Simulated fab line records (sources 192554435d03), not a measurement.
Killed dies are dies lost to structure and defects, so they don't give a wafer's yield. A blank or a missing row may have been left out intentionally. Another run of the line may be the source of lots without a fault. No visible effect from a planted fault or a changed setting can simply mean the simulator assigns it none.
Lot-split experiment	flow n5_finfet	21 wafers read from 7 lots, route of 1938 steps

## ON THE SPLIT
At N5_BEOL_M4_DESCUM_33 (chemistry O2, time 7 s), the setting time_s was moved away from the recipe's 7 s on 7 of the 21 wafers read, by -7.8% to +17.9%. This setting was run at the recipe's value on the other wafers.

## FROM THE SPLIT TO THE READING: what the file shows between them, 3 steps
- N5_BEOL_M4_ETCH_77: etches underlayer in N2/H2, target depth 6.5 nm, time 5.2 s
- N5_BEOL_M4_ETCH_69: etches SiARC in CF4, target depth 15.6 nm, time 26 s
- N5_BEOL_M4_ALD_98: deposits SiO2, target thk 2.5 nm, pulse time 1 s, co reactant pulse time 1 s (also split here: temp_c)

## THE READING
CAR-EUV_of_BEOL_M4_COAT_22.thk_nm (the simulator's own value, which no gauge read), in nm, at N5_BEOL_M4_ETCHBACK_99 (etches SiO2 in CHF3, target depth 5 nm, time 10.4 s). The file does not state a usual value for it. Average 10.4 nm, standard deviation 0.1 nm, over the 14 wafers here run with the recipe.

wafer	tool, chamber at the split	time_s as run, s	against the recipe	CAR-EUV_of_BEOL_M4_COAT_22.thk_nm, nm	against lot-mates on the recipe
L079.1	rie_diel-02, 1	8.162	+16.6%	9.8	-0.8
L079.3	rie_diel-02, 0	7	recipe	10.6	-
L079.6	rie_diel-02, 1	8.162	+16.6%	10	-0.6
L080.1	rie_diel-01, 3,2	6.452	-7.8%	10.8	+0.4
L080.3	rie_diel-01, 3,2	6.452	-7.8%	10.8	+0.4
L080.5	rie_diel-01, 2	7	recipe	10.4	-
L090.2	rie_diel-05, 3	7	recipe	10.6	-
L090.3	rie_diel-05, 0,1	7	recipe	10.4	-
L090.4	rie_diel-05, 0,1	7	recipe	10.4	-
L093.1	rie_diel-02, 3,2	7	recipe	10.4	-
L093.2	rie_diel-02, 0	7	recipe	10.4	-
L093.4	rie_diel-02, 3,2	7	recipe	10.4	-
L095.3	rie_diel-02, 0	8.252	+17.9%	9.8	-0.6
L095.5	rie_diel-02, 3	8.252	+17.9%	9.6	-0.8
L095.6	rie_diel-02, 2	7	recipe	10.4	-
L096.1	rie_diel-01, 0,3	7	recipe	10.2	-
L096.3	rie_diel-01, 0,3	7	recipe	10.4	-
L096.5	rie_diel-01, 1	6.471	-7.6%	10.4	+0.1
L097.3	rie_diel-05, 1,2	7	recipe	10.6	-
L097.5	rie_diel-05, 0	7	recipe	10.4	-
L097.6	rie_diel-05, 1,2	7	recipe	10.4	-
If several chambers appear in one row, that row covers several wafers at once and the file leaves open which wafer was in which chamber.

FIT RESULTS
A straight line over all 21 wafers: CAR-EUV_of_BEOL_M4_COAT_22.thk_nm changes by -0.0356 nm for each +1% of time_s; r = -0.91; the points scatter about the line by 0.13 nm.
The same after taking each lot's own level away (the mean of its wafers on the recipe; 21 wafers): -0.0403 nm for each +1%; r = -0.96; scatter 0.095 nm.
Per that fit: largest time_s move, reading shift of 0.72 nm.
The lots' own levels span 10.30 to 10.60 nm, that is 2.9 times the standard deviation above.
In other words, the slope is changed by the lot-to-lot level; the two fits disagree.
Check: for one of the wafers moved furthest among these (+17.9%), held out of the fit, the line's prediction against its lot-mates is -0.762 nm. It came out at -0.6 nm against them.

## FURTHER SPLITS ON THESE WAFERS
Other splits were also applied to these wafers ahead of the reading. Each is held against what the fit with the lots' levels taken away leaves over:
other split on the same wafers	wafers away from the commonest value	r with CAR-EUV_of_BEOL_M4_COAT_22.thk_nm (lot level and that fit taken away)
N5_BEOL_M4_ALD_98 temp_c	9	-0.21

## THE WHOLE CHAIN: every reading that the file lists as answering this split, in the file's order
step	what it does	reading	change (the file's fit)	r (the file's)
N5_BEOL_M4_DESCUM_33	chemistry O2, time 7 s	CAR-EUV_of_BEOL_M4_COAT_22.thk_nm (the simulator's own value, which no gauge read)	-0.0358 nm for each +1% of the setting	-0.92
N5_BEOL_M4_ETCH_77	etches underlayer in N2/H2, target depth 6.5 nm, time 5.2 s	CAR-EUV_of_BEOL_M4_COAT_22.thk_nm (the simulator's own value, which no gauge read)	-0.0342 nm for each +1% of the setting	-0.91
N5_BEOL_M4_ETCH_69	etches SiARC in CF4, target depth 15.6 nm, time 26 s	CAR-EUV_of_BEOL_M4_COAT_22.thk_nm (the simulator's own value, which no gauge read)	-0.0296 nm for each +1% of the setting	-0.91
N5_BEOL_M4_ETCHBACK_99	etches SiO2 in CHF3, target depth 5 nm, time 10.4 s	CAR-EUV_of_BEOL_M4_COAT_22.thk_nm (the simulator's own value, which no gauge read)	-0.0393 nm for each +1% of the setting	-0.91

## FILE'S OWN FIT
CAR-EUV_of_BEOL_M4_COAT_22.thk_nm changes by -0.0393 nm for each +1% of time_s, r = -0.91.
